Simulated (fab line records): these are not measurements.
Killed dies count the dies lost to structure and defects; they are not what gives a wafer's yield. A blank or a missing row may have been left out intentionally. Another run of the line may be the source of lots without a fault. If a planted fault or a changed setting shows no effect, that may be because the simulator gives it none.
Chamber matching || flow n5Finfet || 4 sister chambers for N5_BEOL_M9_ETCH_61 on rieDiel-06
The step etches SiARC in CF4, target depth 39 nm, time 65 s. 27 wafers are shown with their chamber, then 12 later ones without.

== WAFERS, EACH WITH ITS CHAMBER ==
{"wafer": "L075.3", "chamber": 2, "drypumpMotorCurrentA (A)": 5.0, "throttleValvePct (%)": 15.40, "oesProductAu (a.u.)": 0.75}
{"wafer": "L075.4", "chamber": 1, "drypumpMotorCurrentA (A)": 5.9, "throttleValvePct (%)": 15.90, "oesProductAu (a.u.)": 0.61}
{"wafer": "L075.6", "chamber": 0, "drypumpMotorCurrentA (A)": 5.3, "throttleValvePct (%)": 15.48, "oesProductAu (a.u.)": 0.65}
{"wafer": "L079.2", "chamber": 2, "drypumpMotorCurrentA (A)": 5.1, "throttleValvePct (%)": 15.42, "oesProductAu (a.u.)": 0.74}
{"wafer": "L079.3", "chamber": 0, "drypumpMotorCurrentA (A)": 5.3, "throttleValvePct (%)": 15.49, "oesProductAu (a.u.)": 0.64}
{"wafer": "L079.6", "chamber": 2, "drypumpMotorCurrentA (A)": 5.0, "throttleValvePct (%)": 15.42, "oesProductAu (a.u.)": 0.74}
{"wafer": "L080.2", "chamber": 1, "drypumpMotorCurrentA (A)": 6.0, "throttleValvePct (%)": 15.94, "oesProductAu (a.u.)": 0.59}
{"wafer": "L080.3", "chamber": 2, "drypumpMotorCurrentA (A)": 5.0, "throttleValvePct (%)": 15.44, "oesProductAu (a.u.)": 0.74}
{"wafer": "L080.6", "chamber": 1, "drypumpMotorCurrentA (A)": 6.0, "throttleValvePct (%)": 15.93, "oesProductAu (a.u.)": 0.60}
{"wafer": "L082.1", "chamber": 1, "drypumpMotorCurrentA (A)": 6.0, "throttleValvePct (%)": 15.94, "oesProductAu (a.u.)": 0.59}
{"wafer": "L082.3", "chamber": 2, "drypumpMotorCurrentA (A)": 5.0, "throttleValvePct (%)": 15.43, "oesProductAu (a.u.)": 0.73}
{"wafer": "L082.4", "chamber": 3, "drypumpMotorCurrentA (A)": 4.9, "throttleValvePct (%)": 16.34, "oesProductAu (a.u.)": 0.59}
{"wafer": "L086.2", "chamber": 1, "drypumpMotorCurrentA (A)": 5.9, "throttleValvePct (%)": 15.95, "oesProductAu (a.u.)": 0.59}
{"wafer": "L086.4", "chamber": 0, "drypumpMotorCurrentA (A)": 5.3, "throttleValvePct (%)": 15.52, "oesProductAu (a.u.)": 0.64}
{"wafer": "L086.6", "chamber": 1, "drypumpMotorCurrentA (A)": 5.9, "throttleValvePct (%)": 15.94, "oesProductAu (a.u.)": 0.59}
{"wafer": "L085.1", "chamber": 2, "drypumpMotorCurrentA (A)": 5.0, "throttleValvePct (%)": 15.46, "oesProductAu (a.u.)": 0.72}
{"wafer": "L085.3", "chamber": 1, "drypumpMotorCurrentA (A)": 5.9, "throttleValvePct (%)": 15.95, "oesProductAu (a.u.)": 0.59}
{"wafer": "L085.4", "chamber": 1, "drypumpMotorCurrentA (A)": 6.0, "throttleValvePct (%)": 15.95, "oesProductAu (a.u.)": 0.58}
{"wafer": "L089.3", "chamber": 3, "drypumpMotorCurrentA (A)": 4.9, "throttleValvePct (%)": 15.86, "oesProductAu (a.u.)": 0.86}
{"wafer": "L089.4", "chamber": 0, "drypumpMotorCurrentA (A)": 5.3, "throttleValvePct (%)": 15.55, "oesProductAu (a.u.)": 0.63}
{"wafer": "L089.6", "chamber": 3, "drypumpMotorCurrentA (A)": 4.9, "throttleValvePct (%)": 15.87, "oesProductAu (a.u.)": 0.86}
{"wafer": "L091.1", "chamber": 2, "drypumpMotorCurrentA (A)": 5.0, "throttleValvePct (%)": 15.47, "oesProductAu (a.u.)": 0.71}
{"wafer": "L091.2", "chamber": 3, "drypumpMotorCurrentA (A)": 4.9, "throttleValvePct (%)": 15.87, "oesProductAu (a.u.)": 0.86}
{"wafer": "L091.6", "chamber": 3, "drypumpMotorCurrentA (A)": 4.9, "throttleValvePct (%)": 15.87, "oesProductAu (a.u.)": 0.86}
{"wafer": "L090.2", "chamber": 2, "drypumpMotorCurrentA (A)": 5.0, "throttleValvePct (%)": 15.47, "oesProductAu (a.u.)": 0.71}
{"wafer": "L090.4", "chamber": 3, "drypumpMotorCurrentA (A)": 4.9, "throttleValvePct (%)": 15.87, "oesProductAu (a.u.)": 0.86}
{"wafer": "L090.5", "chamber": 0, "drypumpMotorCurrentA (A)": 5.3, "throttleValvePct (%)": 15.54, "oesProductAu (a.u.)": 0.62}

SIGNATURES, as means of the wafers listed above
{"reading": "drypumpMotorCurrentA", "chamber 0": 5.300, "chamber 1": 5.950, "chamber 2": 5.013, "chamber 3": 4.900, "scatter within a chamber": 0.0354}
{"reading": "throttleValvePct", "chamber 0": 15.5160, "chamber 1": 15.9375, "chamber 2": 15.4388, "chamber 3": 15.9467, "scatter within a chamber": 0.0923}
{"reading": "oesProductAu", "chamber 0": 0.6360, "chamber 1": 0.5925, "chamber 2": 0.7300, "chamber 3": 0.8150, "scatter within a chamber": 0.0525}
Rule: distance of a wafer from a chamber = root of the sum over the readings of ((wafer's reading minus chamber's mean) / reading's scatter) squared. If the next closest chamber is less than 2 further off than the closest, the wafer can't be placed; otherwise it belongs to the closest. The scatter: take each reading less its chamber's mean, square it, sum over the shown wafers, divide by the number of wafers less the number of chambers, and take the root.

== WAFERS WITHOUT THEIR CHAMBER ==
{"wafer": "L094.2", "drypumpMotorCurrentA (A)": 5.0, "throttleValvePct (%)": 15.48, "oesProductAu (a.u.)": 0.72}
{"wafer": "L094.3", "drypumpMotorCurrentA (A)": 5.4, "throttleValvePct (%)": 15.51, "oesProductAu (a.u.)": 0.62}
{"wafer": "L094.5", "drypumpMotorCurrentA (A)": 5.0, "throttleValvePct (%)": 15.47, "oesProductAu (a.u.)": 0.72}
{"wafer": "L095.4", "drypumpMotorCurrentA (A)": 5.9, "throttleValvePct (%)": 15.48, "oesProductAu (a.u.)": 0.81}
{"wafer": "L095.5", "drypumpMotorCurrentA (A)": 6.0, "throttleValvePct (%)": 15.48, "oesProductAu (a.u.)": 0.81}
{"wafer": "L095.6", "drypumpMotorCurrentA (A)": 5.3, "throttleValvePct (%)": 15.57, "oesProductAu (a.u.)": 0.61}
{"wafer": "L096.4", "drypumpMotorCurrentA (A)": 5.3, "throttleValvePct (%)": 15.55, "oesProductAu (a.u.)": 0.62}
{"wafer": "L096.5", "drypumpMotorCurrentA (A)": 5.9, "throttleValvePct (%)": 15.47, "oesProductAu (a.u.)": 0.80}
{"wafer": "L096.6", "drypumpMotorCurrentA (A)": 5.0, "throttleValvePct (%)": 15.49, "oesProductAu (a.u.)": 0.70}
{"wafer": "L097.1", "drypumpMotorCurrentA (A)": 5.3, "throttleValvePct (%)": 15.57, "oesProductAu (a.u.)": 0.62}
{"wafer": "L097.4", "drypumpMotorCurrentA (A)": 5.0, "throttleValvePct (%)": 15.51, "oesProductAu (a.u.)": 0.70}
{"wafer": "L097.5", "drypumpMotorCurrentA (A)": 5.4, "throttleValvePct (%)": 15.57, "oesProductAu (a.u.)": 0.62}

== THE CHAMBER EACH PASSED THROUGH ==
{"wafer": "L094.2", "from the rows above": 2, "in truth": 2}
{"wafer": "L094.3", "from the rows above": 0, "in truth": 0}
{"wafer": "L094.5", "from the rows above": 2, "in truth": 2}
{"wafer": "L095.4", "from the rows above": 1, "in truth": 1}
{"wafer": "L095.5", "from the rows above": 1, "in truth": 1}
{"wafer": "L095.6", "from the rows above": 0, "in truth": 0}
{"wafer": "L096.4", "from the rows above": 0, "in truth": 0}
{"wafer": "L096.5", "from the rows above": 1, "in truth": 1}
{"wafer": "L096.6", "from the rows above": 2, "in truth": 2}
{"wafer": "L097.1", "from the rows above": 0, "in truth": 0}
{"wafer": "L097.4", "from the rows above": 2, "in truth": 2}
{"wafer": "L097.5", "from the rows above": 0, "in truth": 0}
12 of 12 placed correctly. Can't be placed from these rows: 0. Placed wrongly: 0.
